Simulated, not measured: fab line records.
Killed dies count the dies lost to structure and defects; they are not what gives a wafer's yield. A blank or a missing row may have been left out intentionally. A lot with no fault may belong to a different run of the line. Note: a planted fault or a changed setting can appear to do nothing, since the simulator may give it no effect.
Chamber matching / flow nand harc / NHARC_A_CONTACT_ETCH_110 on rie diel-04 has 4 sister chambers
The step etches the open film in CF4/O2, target depth 60 nm, overetch 6 nm, time 33 s. 8 wafers are shown with their chamber, then 9 later ones without.

## WAFERS WITH THEIR CHAMBER
wafer=L075.5; chamber=0; drypump motor current A (A)=4.6; rf vpp V (V)=198.2
wafer=L076.3; chamber=1; drypump motor current A (A)=4.9; rf vpp V (V)=195.9
wafer=L081.2; chamber=0; drypump motor current A (A)=4.6; rf vpp V (V)=199.7
wafer=L083.2; chamber=3; drypump motor current A (A)=6.1; rf vpp V (V)=198.9
wafer=L083.3; chamber=1; drypump motor current A (A)=4.9; rf vpp V (V)=196.7
wafer=L086.3; chamber=2; drypump motor current A (A)=5.8; rf vpp V (V)=196.5
wafer=L086.4; chamber=3; drypump motor current A (A)=6.2; rf vpp V (V)=197.5
wafer=L086.5; chamber=2; drypump motor current A (A)=5.8; rf vpp V (V)=195.8

## WAFERS WITHOUT THEIR CHAMBER
wafer=L091.3; drypump motor current A (A)=6.2; rf vpp V (V)=199.2
wafer=L091.4; drypump motor current A (A)=5.8; rf vpp V (V)=196.5
wafer=L091.6; drypump motor current A (A)=4.6; rf vpp V (V)=200.3
wafer=L094.4; drypump motor current A (A)=4.9; rf vpp V (V)=195.2
wafer=L094.5; drypump motor current A (A)=6.2; rf vpp V (V)=196.9
wafer=L094.6; drypump motor current A (A)=5.7; rf vpp V (V)=196.4
wafer=L093.3; drypump motor current A (A)=5.0; rf vpp V (V)=194.5
wafer=L093.5; drypump motor current A (A)=6.2; rf vpp V (V)=197.3
wafer=L093.6; drypump motor current A (A)=5.8; rf vpp V (V)=197.2

## WHICH CHAMBER EACH ONE RAN IN
wafer=L091.3; from the rows above=3; in truth=3
wafer=L091.4; from the rows above=2; in truth=2
wafer=L091.6; from the rows above=0; in truth=0
wafer=L094.4; from the rows above=1; in truth=1
wafer=L094.5; from the rows above=3; in truth=3
wafer=L094.6; from the rows above=2; in truth=2
wafer=L093.3; from the rows above=1; in truth=1
wafer=L093.5; from the rows above=3; in truth=3
wafer=L093.6; from the rows above=2; in truth=2
Correct placement for 9 of the 9. From these rows, 0 cannot be placed. Number placed wrongly: 0.
How it was worked out, from the rows above alone: a wafer's distance from a chamber is the root of the sum, over the readings, of the square of ((its reading less the chamber's mean) divided by the reading's scatter). If the next closest chamber is less than 2 further off than the closest, the wafer can't be placed; otherwise it belongs to the closest. For every chamber, the mean is computed from those of its wafers that are shown. The scatter is the square root of a quotient: the sum, over the shown wafers, of each reading's squared deviation from its chamber's mean, divided by wafers minus chambers.
